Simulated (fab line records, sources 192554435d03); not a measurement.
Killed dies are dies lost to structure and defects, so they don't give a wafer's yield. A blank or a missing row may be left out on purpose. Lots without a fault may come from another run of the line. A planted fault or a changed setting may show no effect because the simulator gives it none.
fab line records | flow n5_finfet
record lots=9 wafers=25 last_day=17
route steps=1938 shown ILD0@339 SDB@361 BEOL_M4@1111 PASSIVATION@1936
lots that met no fault: from a run of the same line without faults
start_h: hours from the record's first day to the start of the lot's first wafer shown | wait_h: hours since the lot's step before | " the same as in the row above | L1.1+2: a row that stands for several wafers | - no value, or no start given | * or withheld: withheld | < > ~ a bound
route shown NAME@n: a module of which the file shows steps, and the number in the route of the first | usual: mean/standard deviation of fault-free wafers | same: alike in all rows | chamber/n: place in a boat | sites: the reading at each site | _std_site: their standard deviation | _edge_site: outer sites' mean less inner sites' | radius_mm: how far each site lies from the wafer's centre | mask NAME#n: copy n | behind: the tool/chamber that last shaped the wafer | hold: why the lot was held/for how many hours/how that ended | device: the transistor (n, p or np) that didn't switch | end of line: the same wafers' tests at the end of the route | a step without rows: its recipe alone | killed: dies lost to structure and defects at the first sort, not the wafer's yield | map: a wafer's dies, x killed, . not, _ none there
set.NAME: the setting as run; set.NAME@STEP: as run at that earlier step | model.NAME: the simulator's own value behind a step, which no gauge read
steps of the route over a sample of lots; a table a step, a row a wafer
services: from which hour (start_h, from the record's first day; less than 0 if before it) a tool's chamber was out of use, for how many hours, and why
## steps
# step N5_ILD0_THK_MEAS_04
# usual thk_nm=197.3/1.1
# columns lot.wafer tool chamber start_h wait_h thk_nm
L547.1 film_metro-01 - 75.20 - 197.1
L547.3 " - " " 196.8
L547.4 " - " " 195.6
L549.1 film_metro-02 - 85.21 - 197.3
L549.3 " - " " 198.1
L549.6 " - " " 196.9
L550.1 film_metro-02 - 91.42 - 195.8
L550.3 " - " " 196.4
L550.5 " - " " 196.0
L551.2 film_metro-02 - 97.77 - 197.5
L551.4 " - " " 198.2
L552.1 film_metro-01 - 108.07 - 197.4
L552.2 " - " " 196.5
L553.1 film_metro-02 - 114.17 - 195.7
L553.2 " - " " 197.2
L553.6 " - " " 197.0
L563.1 film_metro-01 - 169.45 - 198.1
L563.2 " - " " 197.8
L563.5 " - " " 197.5
L566.1 film_metro-01 - 187.20 - 195.5
L566.3 " - " " 197.4
L566.4 " - " " 197.2
L567.1 film_metro-02 - 194.26 - 198.2
L567.2 " - " " 195.9
L567.3 " - " " 196.1
# step N5_ILD0_INSPECT_06
# recipe inspect_instrument=darkfield mode=post_cmp
# usual raw_defect_count=39/20
# columns lot.wafer tool chamber start_h wait_h raw_defect_count
L547.1 defect_inspect-01 - 78.76 0.0 44
L547.3 " - " " 33
L547.4 " - " " 34
L549.1 defect_inspect-01 - 88.77 0.0 19
L549.3 " - " " 33
L549.6 " - " " 33
L550.1 defect_inspect-01 - 95.46 0.0 12
L550.3 " - " " 26
L550.5 " - " " 15
L551.2 defect_inspect-02 - 101.34 0.0 25
L551.4 " - " " 21
L552.1 defect_inspect-01 - 111.63 0.0 40
L552.2 " - " " 27
L553.1 defect_inspect-02 - 117.75 0.0 44
L553.2 " - " " 38
L553.6 " - " " 60
L563.1 defect_inspect-02 - 173.02 0.0 39
L563.2 " - " " 40
L563.5 " - " " 29
L566.1 defect_inspect-02 - 190.87 0.0 76
L566.3 " - " " 31
L566.4 " - " " 71
L567.1 defect_inspect-02 - 198.30 0.0 36
L567.2 " - " " 28
L567.3 " - " " 34
# step N5_SDB_ETCH_18
# recipe chemistry=N2/H2 target=SOC target_depth_a=1000 overetch_a=200 mask_material=SiARC temp_c=40 time_s=150 ion_energy_ev=200 pressure_mtorr=30 source_w=840 bias_w=150 n2_flow_sccm=200 h2_flow_sccm=200
# usual bias_w=150.0/0.44 drypump_motor_current_A=5.6/0.46 h2_flow_sccm=199.9/0.61 oes_product_au=0.69/0.055 rf_vpp_V=524.8/2.3 showerhead_plenum_p_Torr=2.58/0.072 throttle_valve_pct=17.72/0.19
# same time_s=150
# columns lot.wafer tool chamber start_h wait_h bias_w drypump_motor_current_A h2_flow_sccm oes_product_au rf_hours_counter_h rf_vpp_V showerhead_plenum_p_Torr throttle_valve_pct
L547.1 rie_diel-04 3 79.28 0.0 151.0 5.9 200.5 0.66 172 527.1 2.63 17.68
L547.3 " 0 " " 150.3 6.0 198.4 0.70 134 524.1 2.55 18.00
L547.4 " 1 " " 149.5 6.0 200.3 0.81 9 525.1 2.61 17.83
L549.1 rie_diel-03 2 89.63 0.0 150.1 5.2 200.0 0.71 137 523.6 2.53 17.53
L549.3 " 1 " " 149.7 5.4 199.7 0.71 110 523.1 2.57 17.60
L549.6 " 2 " " 149.8 5.2 200.1 0.71 - 524.0 2.53 17.53
L550.1 rie_diel-01 3 96.08 0.0 150.1 6.1 201.1 0.80 13 526.8 2.70 17.43
L550.3 " 2 " " 150.1 4.8 201.4 0.67 148 519.6 2.45 17.96
L550.5 " 0 " " 149.8 5.8 199.6 0.68 - 524.9 2.54 17.65
L551.2 rie_diel-01 1 101.99 0.0 150.0 5.1 199.3 0.64 208 526.6 2.64 17.83
L551.4 " 3 " " 149.4 6.2 199.6 0.80 15 527.6 2.70 17.45
L552.1 rie_diel-01 2 112.69 0.0 149.1 4.8 200.6 0.66 155 520.8 2.45 17.97
L552.2 " 3 " " 149.9 6.2 200.2 0.79 18 529.9 2.70 17.45
L553.1 rie_diel-03 1 118.40 0.0 150.1 5.4 199.8 0.70 120 524.2 2.57 17.61
L553.2 " 3 " " 149.5 5.9 199.6 0.62 229 524.9 2.62 17.86
L553.6 " 2 " " 150.4 5.2 200.3 0.71 - 524.9 2.53 17.53
L563.1 rie_diel-01 3 173.67 0.0 150.4 6.1 199.9 0.75 41 527.2 2.68 17.50
L563.2 " 0 " " 149.8 5.8 200.8 0.67 158 521.9 2.53 17.70
L563.5 " 0 " " 149.6 5.8 199.6 0.67 - 524.2 2.53 17.69
L566.1 rie_diel-01 2 191.52 0.0 149.7 4.8 200.0 0.64 181 518.7 2.43 18.01
L566.3 " 1 " " 149.3 5.1 199.9 0.62 242 525.0 2.62 17.89
L566.4 " 0 " " 149.8 5.8 199.7 0.67 163 523.2 2.53 17.70
L567.1 rie_diel-01 2 198.97 0.0 150.5 4.8 200.2 0.65 185 521.6 2.43 18.01
L567.2 " 0 " " 149.7 5.8 199.3 0.67 167 522.7 2.53 17.72
L567.3 " 1 " " 150.1 5.1 199.7 0.62 246 526.4 2.62 17.89
# step N5_SDB_ALD_29
# recipe material=SiNx target_thk_a=300 temp_c=400 ald_precursor_family=SiH2I2 ald_co_reactant=N2/H2-plasma pulse_time_s=1 ald_cycles=600 purge_time_s=2 co_reactant_purge_time_s=2 pressure_torr=2
# usual ald_cycles=600/0 heater_power_w=829/71 precursor_pulse_height_rel=0.998/0.018
# same co_reactant_purge_time_s=2 purge_time_s=2
# columns lot.wafer tool chamber start_h wait_h ald_cycles heater_power_w precursor_pulse_height_rel
L547.1 ald_sin-01 3 80.01 0.0 600 932 0.984
L547.3 " 0 " " 600 896 0.984
L547.4 " 2 " " 600 723 0.993
L549.1 ald_sin-01 0 90.58 0.2 600 893 1.029
L549.3 " 3 " " 600 959 1.017
L549.6 " 0 91.94 1.5 600 898 0.985
L550.1 ald_sin-01 3 98.97 2.1 1163 960 1.005
L550.3 " 2 " " 600 727 0.984
L550.5 " 0 100.32 3.5 600 882 0.996
L551.2 ald_sin-01 1 102.72 0.0 600 800 0.994
L551.4 " 2 " " 1163 714 1.009
L552.1 ald_sin-01 0 114.10 0.6 1163 875 0.976
L552.2 " 2 " " 600 707 1.021
L553.1 ald_sin-04 0 119.12 0.0 600 661 0.997
L553.2 " 1 " " 600 801 0.967
L553.6 " 3 120.47 1.4 600 828 0.987
L563.1 ald_sin-02 0 174.39 0.0 600 796 0.992
L563.2 " 3 " " 600 873 1.031
L563.5 " 0 175.74 1.4 600 795 0.992
L566.1 ald_sin-02 2 193.27 0.8 600 897 1.001
L566.3 " 0 " " 600 757 1.027
L566.4 " 3 " " 600 809 0.978
L567.1 ald_sin-01 0 199.69 0.0 600 893 1.023
L567.2 " 3 " " 600 947 0.986
L567.3 " 2 " " 600 726 1.001
# step N5_SDB_CMP_30
# recipe stop_on=poly-Si t_overpolish_s=1.54 post_cmp_clean=alkaline_brush down_force_psi=4.1491 platen_rpm=51.796 pad_velocity_m_s=1.0306 target_thk_nm=30
# usual edge_zone_pressure_frac=1.000/0.0048 motor_current_A=11.8/0.93 time_to_endpoint_s=16.8/2.7
# columns lot.wafer tool chamber start_h wait_h edge_zone_pressure_frac motor_current_A time_to_endpoint_s
L547.3 cmp-01 0 82.74 1.4 0.989 11.7 13.3
L547.4 " 1 " " 0.994 11.3 15.6
L547.1 " 2 " " 1.002 11.6 20.3
L549.3 cmp-02 2 93.32 1.4 1.005 12.1 14.0
L549.1 " 3 " " 0.999 13.4 14.8
L549.6 " 2 " " 0.995 12.4 18.2
L550.3 cmp-04 3 101.75 1.4 1.004 11.6 17.7
L550.1 " 1 " " 0.999 13.5 30.4
L550.5 " 3 " " 1.006 11.2 17.4
L551.4 cmp-02 3 105.45 1.4 0.999 13.1 31.2
L551.2 " 0 " " 1.003 10.3 16.0
L552.2 cmp-04 0 116.83 1.4 1.001 11.7 18.8
L552.1 " 3 " " 1.006 11.4 25.4
L553.1 cmp-01 1 121.85 1.4 0.995 11.3 16.4
L553.2 " 0 " " 1.007 10.6 15.2
L553.6 " 1 " " 1.000 11.4 14.5
L563.2 cmp-02 1 177.16 1.4 1.002 11.4 19.1
L563.1 " 3 " " 0.991 13.2 18.4
L563.5 " 1 " " 1.004 10.9 21.1
L566.3 cmp-01 3 196.00 1.4 0.998 12.3 16.6
L566.1 " 0 " " 0.998 11.7 14.6
L566.4 " 2 " " 0.999 11.2 22.1
L567.2 cmp-01 1 202.46 1.4 0.994 11.3 16.7
L567.1 " 2 " " 1.001 11.4 20.6
L567.3 " 3 " " 1.010 13.2 16.7
# step N5_BEOL_M4_RC_MEAS_101
# usual DIBL_N=36.2/1.7 DIBL_P=36.2/2.2 IOFF_N=0.16/0.035 IOFF_P=0.21/0.042 ION_N=673/13 ION_P=462/7.9 SS_N=71.4/0.59 SS_P=73.2/0.7 VT_N=250/3.6 VT_P=-251/3.5
# columns lot.wafer tool chamber start_h wait_h DIBL_N[mV/V] DIBL_P[mV/V] IOFF_N[nA/um] IOFF_P[nA/um] ION_N[uA/um] ION_P[uA/um] SS_N[mV/dec] SS_P[mV/dec] VT_N[mV] VT_P[mV]
L547.1 prober-01 0 173.48 0.0 33.7 35.2 0.14 0.21 667 469 70.5 72.9 252 -250
L547.3 " 0 " " 35.4 37.1 0.16 0.23 674 473 71.1 73.2 250 -248
L547.4 " 0 " " 35.9 37.6 0.18 0.23 682 473 71.9 74.0 248 -250
L549.1 prober-02 0 178.17 0.0 35.5 34.9 0.14 0.19 667 464 70.9 73.4 251 -251
L549.3 " 0 " " 34.1 33.8 0.12 0.18 673 467 70.8 72.8 250 -254
L549.6 " 0 " " 36.4 35.9 0.17 0.21 689 467 71.2 72.6 247 -250
L550.1 prober-01 0 188.64 0.0 39.8 40.7 0.25 0.32 705 485 72.4 74.7 240 -245
L550.3 " 0 " " 39.8 39.1 0.22 0.28 680 468 71.3 74.4 246 -248
L550.5 " 0 " " 41.5 41.8 0.28 0.36 688 478 72.1 74.7 243 -243
L551.2 prober-01 0 196.47 0.2 34.7 36.0 0.14 0.18 662 454 71.7 73.0 250 -253
L551.4 " 0 " " 38.1 39.9 0.20 0.23 681 458 71.8 74.0 249 -251
L552.1 prober-02 0 211.46 0.0 37.3 37.1 0.18 0.24 676 468 71.6 72.4 249 -248
L552.2 " 0 " " 37.1 38.6 0.19 0.27 691 477 71.7 73.7 246 -247
L553.1 prober-01 0 218.85 0.0 35.0 34.7 0.13 0.21 654 466 71.3 72.4 254 -251
L553.2 " 0 " " 37.7 37.1 0.17 0.25 668 464 71.3 73.0 250 -247
L553.6 " 0 " " 35.9 35.6 0.14 0.24 655 464 70.4 72.9 252 -247
L563.1 prober-02 0 281.11 0.0 32.5 32.9 0.10 0.15 654 455 71.2 72.3 256 -254
L563.2 " 0 " " 32.4 31.6 0.10 0.14 648 446 70.5 72.4 256 -255
L563.5 " 0 " " 32.2 30.7 0.09 0.13 648 446 70.4 72.3 258 -258
L566.1 prober-01 0 302.20 0.0 37.8 37.2 0.16 0.25 669 459 71.8 73.6 247 -247
L566.3 " 0 " " 36.2 34.0 0.12 0.19 673 462 71.5 72.6 255 -251
L566.4 " 0 " " 37.1 34.9 0.15 0.21 675 470 70.9 72.3 249 -249
L567.1 prober-02 0 303.62 0.0 37.0 36.1 0.16 0.21 668 459 71.3 72.9 251 -250
L567.2 " 0 " " 34.4 33.8 0.12 0.17 666 457 71.0 71.9 255 -253
L567.3 " 0 " " 37.7 37.8 0.18 0.24 678 459 71.8 73.3 247 -249
# step N5_PASSIVATION_PROBE_49
# usual defect_limited_yield=91.4/1.4 killed_at_M0_to_M3=31/10 killed_at_M4_up=14/5.6 killed_at_contacts=13/6.3 killed_at_front_end=39/10 killed_at_other=4/3.1 killed_dies=101/16 killed_on_rim=13/3.9 killed_open=65/13 killed_short=34/7.2 sort_bin_4_leakage=0.00/0.007 sort_bin_5_function=5.1/0.88 sort_bin_6_memory=3.2/0.66 sort_bin_8_speed=0.00/0.007 sort_n_pass=1079/16 sort_yield_pct=91.4/1.4
# same gross_dies=1180 killed_at_back_side=0
# columns lot.wafer tool chamber start_h wait_h defect_limited_yield[%] killed_at_M0_to_M3 killed_at_M4_up killed_at_contacts killed_at_front_end killed_at_other killed_dies killed_on_rim killed_open killed_short sort_bin_4_leakage[%] sort_bin_5_function[%] sort_bin_6_memory[%] sort_bin_8_speed[%] sort_n_pass sort_yield_pct[%]
L547.1 prober-02 - 279.56 0.0 89.7 32 10 19 55 5 121 13 74 45 0 5.7 4.2 0 1059 89.7
L547.3 prober-02 - 279.66 0.1 91.7 35 21 19 21 2 98 17 69 27 0 4.9 3.2 0 1082 91.7
L547.4 prober-02 - 279.71 0.2 90.9 34 9 19 39 6 107 15 74 33 0 5.8 3.0 0 1073 90.9
L549.1 prober-02 - 286.84 0.0 90.8 44 16 5 34 10 109 19 74 35 0 6.5 2.6 0 1071 90.8
L549.3 prober-02 - 286.94 0.1 90.3 43 32 12 22 5 114 19 80 32 0 5.8 3.6 0 1066 90.3
L549.6 prober-02 - 287.09 0.3 91.8 32 20 12 28 5 97 11 62 35 0 4.7 3.2 0 1083 91.8
L550.1 prober-02 - 294.41 0.0 90.0 34 17 15 47 5 118 19 81 34 0 5.7 3.7 0 1062 90.0
L550.3 prober-02 - 294.51 0.1 89.6 39 14 24 36 10 123 11 78 42 0 5.4 4.6 0 1057 89.6
L550.5 prober-02 - 294.61 0.2 90.8 47 9 20 26 7 109 19 81 28 0.08 5.3 3.6 0 1070 90.7
L551.2 prober-01 - 294.85 0.1 91.5 37 13 14 34 2 100 7 74 26 0 5.3 3.0 0 1080 91.5
L551.4 prober-01 - 294.95 0.2 93.3 29 9 4 34 3 79 13 50 28 0 3.6 2.8 0 1101 93.3
L552.1 prober-01 - 316.07 0.0 90.9 44 9 22 29 3 107 13 71 36 0 5.5 3.1 0 1073 90.9
L552.2 prober-01 - 316.12 0.1 91.6 37 10 14 34 4 99 7 63 35 0 5.1 3.1 0 1081 91.6
L553.1 prober-02 - 325.07 0.0 91.8 43 8 7 38 1 97 9 57 40 0 5.0 3.0 0 1083 91.8
L553.2 prober-02 - 325.12 0.1 90.7 37 13 8 50 2 110 12 64 45 0 5.0 3.3 0 1070 90.7
L553.6 prober-02 - 325.32 0.3 91.4 22 11 7 48 13 101 16 55 44 0 5.3 2.6 0 1079 91.4
L563.1 prober-02 - 391.78 0.0 91.9 37 17 2 36 4 96 15 66 27 0 5.3 2.5 0 1084 91.9
L563.2 prober-02 - 391.83 0.1 91.7 22 9 8 55 4 98 10 61 37 0 5.2 3.0 0 1082 91.7
L563.5 prober-02 - 391.98 0.2 94.5 29 8 8 19 1 65 6 41 23 0 3.0 2.3 0.08 1114 94.4
L566.1 prober-02 - 405.17 0.0 92.3 29 13 19 29 1 91 10 47 42 0 4.7 2.9 0 1089 92.3
L566.3 prober-02 - 405.27 0.1 92.3 28 12 10 36 5 91 15 56 30 0 4.2 2.6 0 1089 92.3
L566.4 prober-02 - 405.32 0.2 91.0 31 20 8 41 6 106 11 64 39 0 5.8 2.7 0 1074 91.0
L567.1 prober-01 - 412.57 0.0 93.1 10 11 11 46 4 82 11 54 25 0 4.1 2.6 0 1098 93.1
L567.2 prober-01 - 412.62 0.1 91.8 18 13 24 35 7 97 8 68 27 0 5.2 2.9 0 1083 91.8
L567.3 prober-01 - 412.67 0.1 89.2 21 23 21 54 8 127 5 89 37 0 5.8 4.8 0 1053 89.2
# killed by level:class
L547.1 STI_FIN_REVEAL:geometric_particle:open=14 MOL_CONTACT_COAG:geometric_particle:open=11 BEOL_M0_SAQP:geometric_particle:short=9 FIN_SAQP:geometric_particle:open=8 BEOL_M0_SAQP:geometric_particle:open=8 MOL_CONTACT_COAG:geometric_particle:short=7 FIN_SAQP:geometric_particle:short=6 STI_FIN_REVEAL:geometric_particle:short=5
L547.3 MOL_CONTACT_COAG:geometric_particle:open=15 BEOL_M4:geometric_particle:open=15 BEOL_M0_SAQP:geometric_particle:short=7 BEOL_M0_SAQP:geometric_particle:open=7 BEOL_M2:geometric_particle:open=6 FIN_SAQP:geometric_particle:open=5 FIN_SAQP:geometric_particle:short=5 BEOL_M3:geometric_particle:open=5
L547.4 MOL_CONTACT_COAG:geometric_particle:open=16 BEOL_M2:geometric_particle:open=13 FIN_SAQP:geometric_particle:open=10 FIN_SAQP:geometric_particle:short=9 BEOL_M0_SAQP:geometric_particle:short=9 STI_FIN_REVEAL:geometric_particle:open=6 DUMMY_GATE:geometric_particle:open=3 GATE_CUT:geometric_particle:open=3
L549.1 BEOL_M3:geometric_particle:open=10 BEOL_M2:geometric_particle:open=9 DUMMY_GATE:geometric_particle:open=9 BEOL_M0_SAQP:geometric_particle:short=8 BEOL_M0_SAQP:geometric_particle:open=8 BEOL_M4:geometric_particle:short=6 BEOL_M1:geometric_particle:open=6 FIN_SAQP:geometric_particle:open=5
L549.3 BEOL_M4:geometric_particle:open=21 BEOL_M2:geometric_particle:open=14 BEOL_M0_SAQP:geometric_particle:short=10 MOL_CONTACT_COAG:geometric_particle:open=9 BEOL_M3:geometric_particle:open=7 STI_FIN_REVEAL:geometric_particle:open=5 STARTING-WAFER:geometric_particle:open=4 FIN_SAQP:geometric_particle:short=3
L549.6 BEOL_M4:geometric_particle:open=14 MOL_CONTACT_COAG:geometric_particle:open=7 BEOL_M0_SAQP:geometric_particle:short=7 STI_FIN_REVEAL:geometric_particle:open=6 BEOL_M0_SAQP:geometric_particle:open=6 MOL_CONTACT_COAG:geometric_particle:short=5 BEOL_M3:geometric_particle:open=5 BEOL_M3:geometric_particle:short=4
L550.1 BEOL_M3:geometric_particle:open=14 MOL_CONTACT_COAG:geometric_particle:open=10 FIN_SAQP:geometric_particle:open=8 BEOL_M5:geometric_particle:open=8 FIN_SAQP:geometric_particle:short=7 STI_FIN_REVEAL:geometric_particle:open=7 BEOL_M0_SAQP:geometric_particle:short=7 DUMMY_GATE:geometric_particle:open=6
L550.3 MOL_CONTACT_COAG:geometric_particle:open=17 BEOL_M0_SAQP:geometric_particle:open=10 GATE_CUT:geometric_particle:short=8 BEOL_M3:geometric_particle:open=8 FIN_SAQP:geometric_particle:open=7 MOL_CONTACT_COAG:geometric_particle:short=7 BEOL_M1:geometric_particle:open=7 BEOL_M0_SAQP:geometric_particle:short=5
L550.5 MOL_CONTACT_COAG:geometric_particle:open=18 BEOL_M3:geometric_particle:open=15 BEOL_M0_SAQP:geometric_particle:open=13 BEOL_M0_SAQP:geometric_particle:short=9 STI_FIN_REVEAL:geometric_particle:open=6 DUMMY_GATE:geometric_particle:open=5 BEOL_M1:geometric_particle:open=4 BEOL_M2:geometric_particle:open=3
L551.2 BEOL_M3:geometric_particle:open=16 MOL_CONTACT_COAG:geometric_particle:open=13 FIN_SAQP:geometric_particle:short=7 BEOL_M0_SAQP:geometric_particle:short=6 STI_FIN_REVEAL:geometric_particle:open=5 BEOL_M2:geometric_particle:open=5 DUMMY_GATE:geometric_particle:open=4 BEOL_M0_SAQP:geometric_particle:open=4
L551.4 BEOL_M0_SAQP:geometric_particle:open=12 FIN_SAQP:geometric_particle:short=10 FIN_SAQP:geometric_particle:open=6 BEOL_M0_SAQP:geometric_particle:short=6 BEOL_M1:geometric_particle:open=5 BEOL_M8:geometric_particle:open=4 MOL_CONTACT_COAG:geometric_particle:open=3 BEOL_M7:geometric_particle:open=3
L552.1 MOL_CONTACT_COAG:geometric_particle:open=16 BEOL_M1:geometric_particle:open=10 BEOL_M3:geometric_particle:open=8 STI_FIN_REVEAL:geometric_particle:open=7 BEOL_M0_SAQP:geometric_particle:open=7 BEOL_M0_SAQP:geometric_particle:short=7 MOL_CONTACT_COAG:geometric_particle:short=6 GATE_CUT:geometric_particle:short=5
L552.2 MOL_CONTACT_COAG:geometric_particle:open=14 BEOL_M0_SAQP:geometric_particle:short=10 BEOL_M0_SAQP:geometric_particle:open=7 STI_FIN_REVEAL:geometric_particle:open=6 BEOL_M3:geometric_particle:open=6 BEOL_M4:geometric_particle:open=5 FIN_SAQP:geometric_particle:open=4 FIN_SAQP:geometric_particle:short=4
L553.1 GATE_CUT:geometric_particle:short=12 BEOL_M2:geometric_particle:open=10 BEOL_M4:geometric_particle:open=6 GATE_CUT:geometric_particle:open=6 BEOL_M3:geometric_particle:open=6 BEOL_M0_SAQP:geometric_particle:short=5 BEOL_M0_SAQP:geometric_particle:open=5 BEOL_M0:geometric_particle:short=4
L553.2 BEOL_M2:geometric_particle:open=13 STI_FIN_REVEAL:geometric_particle:open=10 GATE_CUT:geometric_particle:short=10 BEOL_M0_SAQP:geometric_particle:open=7 FIN_SAQP:geometric_particle:short=5 FIN_SAQP:geometric_particle:open=5 BEOL_M0_SAQP:geometric_particle:short=5 MOL_CONTACT_COAG:geometric_particle:open=5
L553.6 FIN_SAQP:geometric_particle:short=9 BEOL_M0_SAQP:geometric_particle:short=9 MOL_CONTACT_COAG:geometric_particle:open=7 FIN_SAQP:geometric_particle:open=6 GATE_CUT:geometric_particle:short=6 BEOL_M0_SAQP:geometric_particle:open=6 STI_FIN_REVEAL:geometric_particle:open=5 PASS1_DEP:geometric_particle:open=5
L563.1 BEOL_M4:geometric_particle:open=11 FIN_SAQP:geometric_particle:open=10 BEOL_M3:geometric_particle:open=9 BEOL_M0_SAQP:geometric_particle:short=7 BEOL_M0_SAQP:geometric_particle:open=7 FIN_SAQP:geometric_particle:short=6 STI_FIN_REVEAL:geometric_particle:open=6 BEOL_M1:geometric_particle:open=5
L563.2 FIN_SAQP:geometric_particle:open=18 FIN_SAQP:geometric_particle:short=12 STI_FIN_REVEAL:geometric_particle:open=7 MOL_CONTACT_COAG:geometric_particle:open=7 BEOL_M0_SAQP:geometric_particle:open=5 BEOL_M1:geometric_particle:open=5 BEOL_M2:geometric_particle:open=5 STARTING-WAFER:geometric_particle:short=4
L563.5 BEOL_M0_SAQP:geometric_particle:short=9 MOL_CONTACT_COAG:geometric_particle:open=8 BEOL_M2:geometric_particle:open=6 BEOL_M0_SAQP:geometric_particle:open=5 FIN_SAQP:geometric_particle:short=4 BEOL_M4:geometric_particle:short=4 BEOL_M3:geometric_particle:open=4 DUMMY_GATE:geometric_particle:short=3
L566.1 MOL_CONTACT_COAG:geometric_particle:open=13 BEOL_M0_SAQP:geometric_particle:short=9 GATE_CUT:geometric_particle:short=8 BEOL_M3:geometric_particle:open=7 MOL_CONTACT_COAG:geometric_particle:short=6 DUMMY_GATE:geometric_particle:open=5 FIN_SAQP:geometric_particle:open=4 BEOL_M6:geometric_particle:open=4
L566.3 FIN_SAQP:geometric_particle:short=12 BEOL_M0_SAQP:geometric_particle:open=10 MOL_CONTACT_COAG:geometric_particle:open=9 BEOL_M4:geometric_particle:open=6 BEOL_M1:geometric_particle:open=5 HKMG_FIN:area_etch=5 BEOL_M0_SAQP:geometric_particle:short=4 DUMMY_GATE:geometric_particle:open=3
L566.4 FIN_SAQP:geometric_particle:open=8 BEOL_M3:geometric_particle:open=8 FIN_SAQP:geometric_particle:short=7 GATE_CUT:geometric_particle:short=6 MOL_CONTACT_COAG:geometric_particle:open=6 BEOL_M2:geometric_particle:open=6 STARTING-WAFER:geometric_particle:open=6 BEOL_M3:geometric_particle:short=5
L567.1 FIN_SAQP:geometric_particle:open=12 MOL_CONTACT_COAG:geometric_particle:open=11 FIN_SAQP:geometric_particle:short=10 DUMMY_GATE:geometric_particle:open=8 BEOL_M1:geometric_particle:open=7 STI_FIN_REVEAL:geometric_particle:open=3 GATE_CUT:geometric_particle:short=3 BEOL_M8:geometric_particle:open=3
L567.2 MOL_CONTACT_COAG:geometric_particle:open=21 STI_FIN_REVEAL:geometric_particle:open=9 BEOL_M1:geometric_particle:open=7 FIN_SAQP:geometric_particle:short=6 FIN_SAQP:geometric_particle:open=5 GATE_CUT:geometric_particle:short=4 BEOL_M4:geometric_particle:short=4 DUMMY_GATE:geometric_particle:open=3
L567.3 STI_FIN_REVEAL:geometric_particle:open=20 MOL_CONTACT_COAG:geometric_particle:open=17 FIN_SAQP:geometric_particle:open=14 FIN_SAQP:geometric_particle:short=10 BEOL_M4:geometric_particle:open=7 BEOL_M1:geometric_particle:open=5 BEOL_M5:geometric_particle:open=5 BEOL_M4:geometric_particle:short=4
## services
# columns tool chamber start_h hours kind
cmp-01 - 59.72 8.0 pm
ald_sin-02 2 60.07 19.6 repair
ald_sin-02 1 70.63 4.4 repair
ald_sin-02 - 79.26 2.8 pm
cmp-04 - 82.49 5.3 pm
ald_sin-04 - 85.25 14.0 pm
ald_sin-02 - 88.47 8.4 repair
cmp-04 - 88.90 2.5 repair
cmp-02 - 98.90 5.3 pm
rie_diel-01 0 112.49 8.4 repair
cmp-01 - 122.54 4.0 pm
cmp-01 - 126.54 - consumable_replace:conditioner
cmp-01 - 126.54 - consumable_replace:pad
rie_diel-03 - 150.21 4.3 pm
ald_sin-04 2 153.16 4.9 repair
rie_diel-04 1 161.52 5.3 repair
ald_sin-04 2 164.78 9.2 repair
ald_sin-02 - 177.10 14.0 pm
ald_sin-02 0 177.10 14.0 vent_cycle
ald_sin-02 1 177.10 14.0 vent_cycle
ald_sin-02 2 177.10 14.0 vent_cycle
ald_sin-02 3 177.10 14.0 vent_cycle
rie_diel-01 3 191.98 14.3 repair
ald_sin-02 2 202.32 6.5 repair
## key
first_sign step=N5_SDB_ALD_29 reading=ald_cycles direction=up sigmas=99+ usual=* struck=*
effect step=N5_SDB_CMP_30 reading=time_to_endpoint_s direction=up sigmas=4.6 usual=* struck=*
met_at N5_SDB_ALD_29
struck_lots L550,L551,L552
struck_wafers L550.1,L551.4,L552.1
not_acting_at N5_ILD0_THK_MEAS_04,N5_ILD0_INSPECT_06,N5_SDB_ETCH_18
fault kind=process_parameter_drift tool=ald_sin-01 chamber=- onset_h=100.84 steps=N5_SDB_ALD_29 channel=ald_cycles offset=* shape=step end_h=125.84 scope=struck_wafers_only acts_in=* stated=*
